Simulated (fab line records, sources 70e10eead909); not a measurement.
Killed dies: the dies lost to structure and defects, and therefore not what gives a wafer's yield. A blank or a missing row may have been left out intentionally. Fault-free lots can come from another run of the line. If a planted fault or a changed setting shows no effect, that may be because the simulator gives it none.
Which tool was responsible? / flow nand_harc / Sampling: 12 lots, 36 wafers, 5 of 1302 route steps

WHAT EACH GAUGE READ, for each wafer
NHARC_END_SORT_01. Usual: killed_at_array 59, standard deviation 19; killed_at_other 1.0, standard deviation 1.1; killed_at_periphery 3.8, standard deviation 2.4; killed_dies 64, standard deviation 19; killed_open 3.3, standard deviation 2; killed_short 2.4, standard deviation 1.6.
lot=L300; measured=day 32 01:26; on=prober-02; killed_at_array=24 30 24; killed_at_other=1 2 1; killed_at_periphery=5 0 4; killed_dies=30 32 29; killed_open=3 6 2; killed_short=3 2 0; flag=
lot=L299; measured=day 32 03:04; on=prober-01; killed_at_array=94 101 82; killed_at_other=0 1 0; killed_at_periphery=5 3 3; killed_dies=99 105 85; killed_open=8 8 5; killed_short=4 2 1; flag=

WHICH TOOL RAN EACH LOT (tool, then ch and the chambers of the sampled wafers, then the start)
lot=L282; NHARC_A_STAIRCASE_ETCH_13=rie_diel-11 ch 0,2,3, day 15 23:42 or earlier; NHARC_A_STAIRCASE_TRIM_14=rie_diel-11 ch 0,1, day 15 23:42 or earlier; NHARC_A_STAIRCASE_TRIM_26=rie_diel-07 ch 0,1,3, day 15 23:42; NHARC_A_STAIRCASE_ETCH_27=rie_diel-07 ch 1,3, no start
lot=L284; NHARC_A_STAIRCASE_ETCH_13=rie_diel-08 ch 0,2, day 16 10:01 or earlier; NHARC_A_STAIRCASE_TRIM_14=rie_diel-08 ch 0,2,3, day 16 10:01 or earlier; NHARC_A_STAIRCASE_TRIM_26=rie_diel-08 ch 0,1, day 16 10:01; NHARC_A_STAIRCASE_ETCH_27=rie_diel-08 ch 2,3, no start
lot=L286; NHARC_A_STAIRCASE_ETCH_13=rie_diel-07 ch 0,1,2, day 17 08:43 or earlier; NHARC_A_STAIRCASE_TRIM_14=rie_diel-07 ch 0,1,2, day 17 08:43 or earlier; NHARC_A_STAIRCASE_TRIM_26=rie_diel-08 ch 1,2,3, day 17 08:43; NHARC_A_STAIRCASE_ETCH_27=rie_diel-08 ch 0,1,3, no start
lot=L285; NHARC_A_STAIRCASE_ETCH_13=rie_diel-11 ch 1,2,3, day 17 09:05 or earlier; NHARC_A_STAIRCASE_TRIM_14=rie_diel-11 ch 0,1,2, day 17 09:05 or earlier; NHARC_A_STAIRCASE_TRIM_26=rie_diel-07 ch 2,3, day 17 09:05; NHARC_A_STAIRCASE_ETCH_27=rie_diel-07 ch 2,3, no start
lot=L291; NHARC_A_STAIRCASE_ETCH_13=rie_diel-08 ch 0,2,3, day 19 19:32 or earlier; NHARC_A_STAIRCASE_TRIM_14=rie_diel-08 ch 0,1,2, day 19 19:32 or earlier; NHARC_A_STAIRCASE_TRIM_26=rie_diel-07 ch 1,2,3, day 19 19:32; NHARC_A_STAIRCASE_ETCH_27=rie_diel-07 ch 0,2,3, no start
lot=L290; NHARC_A_STAIRCASE_ETCH_13=rie_diel-08 ch 0,1,3, day 19 23:41 or earlier; NHARC_A_STAIRCASE_TRIM_14=rie_diel-08 ch 0,2,3, day 19 23:41 or earlier; NHARC_A_STAIRCASE_TRIM_26=rie_diel-08 ch 1,2,3, day 19 23:41; NHARC_A_STAIRCASE_ETCH_27=rie_diel-08 ch 0,2,3, no start
lot=L293; NHARC_A_STAIRCASE_ETCH_13=rie_diel-11 ch 0,1,3, day 20 09:11 or earlier; NHARC_A_STAIRCASE_TRIM_14=rie_diel-11 ch 1,2,3, day 20 09:11 or earlier; NHARC_A_STAIRCASE_TRIM_26=rie_diel-11 ch 0,3, day 20 09:11; NHARC_A_STAIRCASE_ETCH_27=rie_diel-11 ch 0,3, no start
lot=L292; NHARC_A_STAIRCASE_ETCH_13=rie_diel-08 ch 1,2,3, day 20 17:27 or earlier; NHARC_A_STAIRCASE_TRIM_14=rie_diel-08 ch 0,1,3, day 20 17:27 or earlier; NHARC_A_STAIRCASE_TRIM_26=rie_diel-08 ch 1,2, day 20 17:27; NHARC_A_STAIRCASE_ETCH_27=rie_diel-08 ch 0,3, no start
lot=L294; NHARC_A_STAIRCASE_ETCH_13=rie_diel-08 ch 0,1,3, day 20 23:25 or earlier; NHARC_A_STAIRCASE_TRIM_14=rie_diel-08 ch 0,2,3, day 20 23:25 or earlier; NHARC_A_STAIRCASE_TRIM_26=rie_diel-11 ch 1,2,3, day 20 23:25; NHARC_A_STAIRCASE_ETCH_27=rie_diel-11 ch 1,3, no start
lot=L297; NHARC_A_STAIRCASE_ETCH_13=rie_diel-07 ch 0,3, day 22 08:07 or earlier; NHARC_A_STAIRCASE_TRIM_14=rie_diel-07 ch 0,3, day 22 08:07 or earlier; NHARC_A_STAIRCASE_TRIM_26=rie_diel-11 ch 1,2,3, day 22 08:07; NHARC_A_STAIRCASE_ETCH_27=rie_diel-11 ch 0,2,3, no start
lot=L300; NHARC_A_STAIRCASE_ETCH_13=rie_diel-07 ch 1,2,3, day 22 21:04 or earlier; NHARC_A_STAIRCASE_TRIM_14=rie_diel-07 ch 0,1,3, day 22 21:04 or earlier; NHARC_A_STAIRCASE_TRIM_26=rie_diel-07 ch 0,1,2, day 22 21:04; NHARC_A_STAIRCASE_ETCH_27=rie_diel-07 ch 0,2,3, day 32 01:26 or earlier
lot=L299; NHARC_A_STAIRCASE_ETCH_13=rie_diel-07 ch 0,1,3, day 22 21:25 or earlier; NHARC_A_STAIRCASE_TRIM_14=rie_diel-07 ch 1,2, day 22 21:25 or earlier; NHARC_A_STAIRCASE_TRIM_26=rie_diel-07 ch 0,1, day 22 21:25; NHARC_A_STAIRCASE_ETCH_27=rie_diel-07 ch 1,2, day 32 03:04 or earlier
- NHARC_A_STAIRCASE_ETCH_13: etches the open film in C4F8/O2, target depth 100 nm, time 40.5 s.
- NHARC_A_STAIRCASE_TRIM_14: chemistry O2, time 211.2 s.
- NHARC_A_STAIRCASE_TRIM_26: chemistry O2, time 211.2 s.
- NHARC_A_STAIRCASE_ETCH_27: etches the open film in C4F8/O2, target depth 100 nm, time 40.5 s.

AS READ BY THE TOOLS THEMSELVES (means over the sampled wafers that have a number; for cases with no such wafer, the mark the record gives instead)
NHARC_A_STAIRCASE_ETCH_13. Usual: bias_w 1000 W, standard deviation 3.2; oes_product_au 0.939 a.u., standard deviation 0.014; rf_vpp_V 894.4 V, standard deviation 2.9.
lot=L282; tool=rie_diel-11; bias_w (W)=1001; oes_product_au (a.u.)=0.946; rf_vpp_V (V)=895.0; flag=
lot=L284; tool=rie_diel-08; bias_w (W)=1001; oes_product_au (a.u.)=0.944; rf_vpp_V (V)=893.6; flag=
lot=L286; tool=rie_diel-07; bias_w (W)=1000; oes_product_au (a.u.)=0.953; rf_vpp_V (V)=896.0; flag=
lot=L285; tool=rie_diel-11; bias_w (W)=998; oes_product_au (a.u.)=0.939; rf_vpp_V (V)=894.2; flag=
lot=L291; tool=rie_diel-08; bias_w (W)=1002; oes_product_au (a.u.)=0.941; rf_vpp_V (V)=895.1; flag=
lot=L290; tool=rie_diel-08; bias_w (W)=1000; oes_product_au (a.u.)=0.946; rf_vpp_V (V)=894.3; flag=
lot=L293; tool=rie_diel-11; bias_w (W)=999; oes_product_au (a.u.)=0.944; rf_vpp_V (V)=895.0; flag=
lot=L292; tool=rie_diel-08; bias_w (W)=999; oes_product_au (a.u.)=0.943; rf_vpp_V (V)=893.9; flag=
lot=L294; tool=rie_diel-08; bias_w (W)=1000; oes_product_au (a.u.)=0.929; rf_vpp_V (V)=893.4; flag=
lot=L297; tool=rie_diel-07; bias_w (W)=997; oes_product_au (a.u.)=0.922; rf_vpp_V (V)=892.6; flag=
lot=L300; tool=rie_diel-07; bias_w (W)=997; oes_product_au (a.u.)=0.948; rf_vpp_V (V)=895.8; flag=
lot=L299; tool=rie_diel-07; bias_w (W)=1005; oes_product_au (a.u.)=0.923; rf_vpp_V (V)=893.0; flag=

NHARC_A_STAIRCASE_TRIM_14. Usual: drypump_motor_current_A 5.7 A, standard deviation 0.41; mfc_ar_sccm 0.010 sccm, standard deviation 0.011; oes_product_au 0.997 a.u., standard deviation 0.011; rf_vpp_V 57.7 V, standard deviation 0.87; showerhead_plenum_p_Torr 3.49 Torr, standard deviation 0.078; throttle_valve_pct 17.035 %, standard deviation 0.0099.
lot=L282; tool=rie_diel-11; drypump_motor_current_A (A)=5.7; mfc_ar_sccm (sccm)=0.000; oes_product_au (a.u.)=0.983; rf_vpp_V (V)=57.8; showerhead_plenum_p_Torr (Torr)=3.51; throttle_valve_pct (%)=17.029; flag=
lot=L284; tool=rie_diel-08; drypump_motor_current_A (A)=5.9; mfc_ar_sccm (sccm)=0.016; oes_product_au (a.u.)=0.990; rf_vpp_V (V)=57.2; showerhead_plenum_p_Torr (Torr)=3.47; throttle_valve_pct (%)=17.035; flag=
lot=L286; tool=rie_diel-07; drypump_motor_current_A (A)=6.0; mfc_ar_sccm (sccm)=0.006; oes_product_au (a.u.)=1.005; rf_vpp_V (V)=57.5; showerhead_plenum_p_Torr (Torr)=3.55; throttle_valve_pct (%)=17.030; flag=
lot=L285; tool=rie_diel-11; drypump_motor_current_A (A)=5.7; mfc_ar_sccm (sccm)=0.003; oes_product_au (a.u.)=0.999; rf_vpp_V (V)=57.5; showerhead_plenum_p_Torr (Torr)=3.48; throttle_valve_pct (%)=17.039; flag=
lot=L291; tool=rie_diel-08; drypump_motor_current_A (A)=5.8; mfc_ar_sccm (sccm)=0.018; oes_product_au (a.u.)=0.984; rf_vpp_V (V)=57.7; showerhead_plenum_p_Torr (Torr)=3.48; throttle_valve_pct (%)=17.029; flag=
lot=L290; tool=rie_diel-08; drypump_motor_current_A (A)=5.9; mfc_ar_sccm (sccm)=0.016; oes_product_au (a.u.)=0.991; rf_vpp_V (V)=57.0; showerhead_plenum_p_Torr (Torr)=3.46; throttle_valve_pct (%)=17.042; flag=
lot=L293; tool=rie_diel-11; drypump_motor_current_A (A)=5.5; mfc_ar_sccm (sccm)=0.003; oes_product_au (a.u.)=0.995; rf_vpp_V (V)=58.4; showerhead_plenum_p_Torr (Torr)=3.47; throttle_valve_pct (%)=17.033; flag=
lot=L292; tool=rie_diel-08; drypump_motor_current_A (A)=5.7; mfc_ar_sccm (sccm)=0.012; oes_product_au (a.u.)=0.989; rf_vpp_V (V)=57.9; showerhead_plenum_p_Torr (Torr)=3.47; throttle_valve_pct (%)=17.032; flag=
lot=L294; tool=rie_diel-08; drypump_motor_current_A (A)=5.9; mfc_ar_sccm (sccm)=0.016; oes_product_au (a.u.)=0.993; rf_vpp_V (V)=58.2; showerhead_plenum_p_Torr (Torr)=3.46; throttle_valve_pct (%)=17.046; flag=
lot=L297; tool=rie_diel-07; drypump_motor_current_A (A)=5.9; mfc_ar_sccm (sccm)=0.022; oes_product_au (a.u.)=0.989; rf_vpp_V (V)=56.1; showerhead_plenum_p_Torr (Torr)=3.44; throttle_valve_pct (%)=17.038; flag=
lot=L300; tool=rie_diel-07; drypump_motor_current_A (A)=5.8; mfc_ar_sccm (sccm)=0.016; oes_product_au (a.u.)=1.007; rf_vpp_V (V)=57.8; showerhead_plenum_p_Torr (Torr)=3.45; throttle_valve_pct (%)=17.037; flag=
lot=L299; tool=rie_diel-07; drypump_motor_current_A (A)=5.6; mfc_ar_sccm (sccm)=0.000; oes_product_au (a.u.)=1.009; rf_vpp_V (V)=57.5; showerhead_plenum_p_Torr (Torr)=3.62; throttle_valve_pct (%)=17.044; flag=

NHARC_A_STAIRCASE_TRIM_26. Usual: drypump_motor_current_A 5.7 A, standard deviation 0.41; mfc_ar_sccm 0.010 sccm, standard deviation 0.011; oes_product_au 0.997 a.u., standard deviation 0.012; rf_vpp_V 57.7 V, standard deviation 0.88; showerhead_plenum_p_Torr 3.49 Torr, standard deviation 0.086; throttle_valve_pct 17.038 %, standard deviation 0.0098.
lot=L282; tool=rie_diel-07; drypump_motor_current_A (A)=5.8; mfc_ar_sccm (sccm)=0.016; oes_product_au (a.u.)=1.000; rf_vpp_V (V)=57.6; showerhead_plenum_p_Torr (Torr)=3.47; throttle_valve_pct (%)=17.042; flag=
lot=L284; tool=rie_diel-08; drypump_motor_current_A (A)=5.6; mfc_ar_sccm (sccm)=0.014; oes_product_au (a.u.)=0.996; rf_vpp_V (V)=58.7; showerhead_plenum_p_Torr (Torr)=3.51; throttle_valve_pct (%)=17.040; flag=
lot=L286; tool=rie_diel-08; drypump_motor_current_A (A)=5.9; mfc_ar_sccm (sccm)=0.010; oes_product_au (a.u.)=0.994; rf_vpp_V (V)=56.9; showerhead_plenum_p_Torr (Torr)=3.47; throttle_valve_pct (%)=17.039; flag=
lot=L285; tool=rie_diel-07; drypump_motor_current_A (A)=5.3; mfc_ar_sccm (sccm)=0.010; oes_product_au (a.u.)=1.011; rf_vpp_V (V)=58.5; showerhead_plenum_p_Torr (Torr)=3.65; throttle_valve_pct (%)=17.038; flag=
lot=L291; tool=rie_diel-07; drypump_motor_current_A (A)=5.5; mfc_ar_sccm (sccm)=0.010; oes_product_au (a.u.)=1.002; rf_vpp_V (V)=57.8; showerhead_plenum_p_Torr (Torr)=3.55; throttle_valve_pct (%)=17.032; flag=
lot=L290; tool=rie_diel-08; drypump_motor_current_A (A)=5.9; mfc_ar_sccm (sccm)=0.010; oes_product_au (a.u.)=0.989; rf_vpp_V (V)=58.3; showerhead_plenum_p_Torr (Torr)=3.46; throttle_valve_pct (%)=17.038; flag=
lot=L293; tool=rie_diel-11; drypump_motor_current_A (A)=5.3; mfc_ar_sccm (sccm)=0.000; oes_product_au (a.u.)=0.996; rf_vpp_V (V)=57.9; showerhead_plenum_p_Torr (Torr)=3.51; throttle_valve_pct (%)=17.029; flag=
lot=L292; tool=rie_diel-08; drypump_motor_current_A (A)=5.9; mfc_ar_sccm (sccm)=0.012; oes_product_au (a.u.)=0.990; rf_vpp_V (V)=58.1; showerhead_plenum_p_Torr (Torr)=3.48; throttle_valve_pct (%)=17.039; flag=
lot=L294; tool=rie_diel-11; drypump_motor_current_A (A)=5.5; mfc_ar_sccm (sccm)=0.003; oes_product_au (a.u.)=0.990; rf_vpp_V (V)=57.4; showerhead_plenum_p_Torr (Torr)=3.47; throttle_valve_pct (%)=17.035; flag=
lot=L297; tool=rie_diel-11; drypump_motor_current_A (A)=5.5; mfc_ar_sccm (sccm)=0.003; oes_product_au (a.u.)=1.002; rf_vpp_V (V)=58.0; showerhead_plenum_p_Torr (Torr)=3.46; throttle_valve_pct (%)=17.045; flag=
lot=L300; tool=rie_diel-07; drypump_motor_current_A (A)=6.0; mfc_ar_sccm (sccm)=0.006; oes_product_au (a.u.)=0.971; rf_vpp_V (V)=57.2; showerhead_plenum_p_Torr (Torr)=3.53; throttle_valve_pct (%)=17.031; flag=
lot=L299; tool=rie_diel-07; drypump_motor_current_A (A)=6.2; mfc_ar_sccm (sccm)=0.006; oes_product_au (a.u.)=0.965; rf_vpp_V (V)=57.9; showerhead_plenum_p_Torr (Torr)=3.44; throttle_valve_pct (%)=17.040; flag=

NHARC_A_STAIRCASE_ETCH_27. Usual: bias_w 1000 W, standard deviation 3.1; oes_product_au 0.943 a.u., standard deviation 0.013; rf_vpp_V 895 V, standard deviation 3.3.
lot=L282; tool=rie_diel-07; bias_w (W)=1001; oes_product_au (a.u.)=0.959; rf_vpp_V (V)=894; flag=
lot=L284; tool=rie_diel-08; bias_w (W)=1001; oes_product_au (a.u.)=0.943; rf_vpp_V (V)=893; flag=
lot=L286; tool=rie_diel-08; bias_w (W)=1001; oes_product_au (a.u.)=0.948; rf_vpp_V (V)=895; flag=
lot=L285; tool=rie_diel-07; bias_w (W)=1001; oes_product_au (a.u.)=0.961; rf_vpp_V (V)=900; flag=
lot=L291; tool=rie_diel-07; bias_w (W)=999; oes_product_au (a.u.)=0.950; rf_vpp_V (V)=896; flag=
lot=L290; tool=rie_diel-08; bias_w (W)=998; oes_product_au (a.u.)=0.929; rf_vpp_V (V)=894; flag=
lot=L293; tool=rie_diel-11; bias_w (W)=1002; oes_product_au (a.u.)=0.943; rf_vpp_V (V)=896; flag=
lot=L292; tool=rie_diel-08; bias_w (W)=998; oes_product_au (a.u.)=0.949; rf_vpp_V (V)=894; flag=
lot=L294; tool=rie_diel-11; bias_w (W)=1004; oes_product_au (a.u.)=0.948; rf_vpp_V (V)=895; flag=
lot=L297; tool=rie_diel-11; bias_w (W)=997; oes_product_au (a.u.)=0.933; rf_vpp_V (V)=894; flag=
lot=L300; tool=rie_diel-07; bias_w (W)=998; oes_product_au (a.u.)=0.934; rf_vpp_V (V)=896; flag=
lot=L299; tool=rie_diel-07; bias_w (W)=999; oes_product_au (a.u.)=0.948; rf_vpp_V (V)=896; flag=

THE ANSWER, worked out from the rows above alone
Rule: take the mean of a lot's wafers that have a number; if it is more than 3 standard deviations from the usual mean, the lot is off. Also off: a lot with no number at a reading for which 4 or more lots have one. Any other lot the step has rows for is counted as sound. First the gauges in route order, then the tools' own readings, where a lot's mean is used as printed above. At the first step where some lot is off, the reading lying furthest off is the one used; lots without a number count as furthest.
None of the lots is off at any reading shown; this tells nothing.

WHAT WAS PUT IN BY THE SIMULATOR
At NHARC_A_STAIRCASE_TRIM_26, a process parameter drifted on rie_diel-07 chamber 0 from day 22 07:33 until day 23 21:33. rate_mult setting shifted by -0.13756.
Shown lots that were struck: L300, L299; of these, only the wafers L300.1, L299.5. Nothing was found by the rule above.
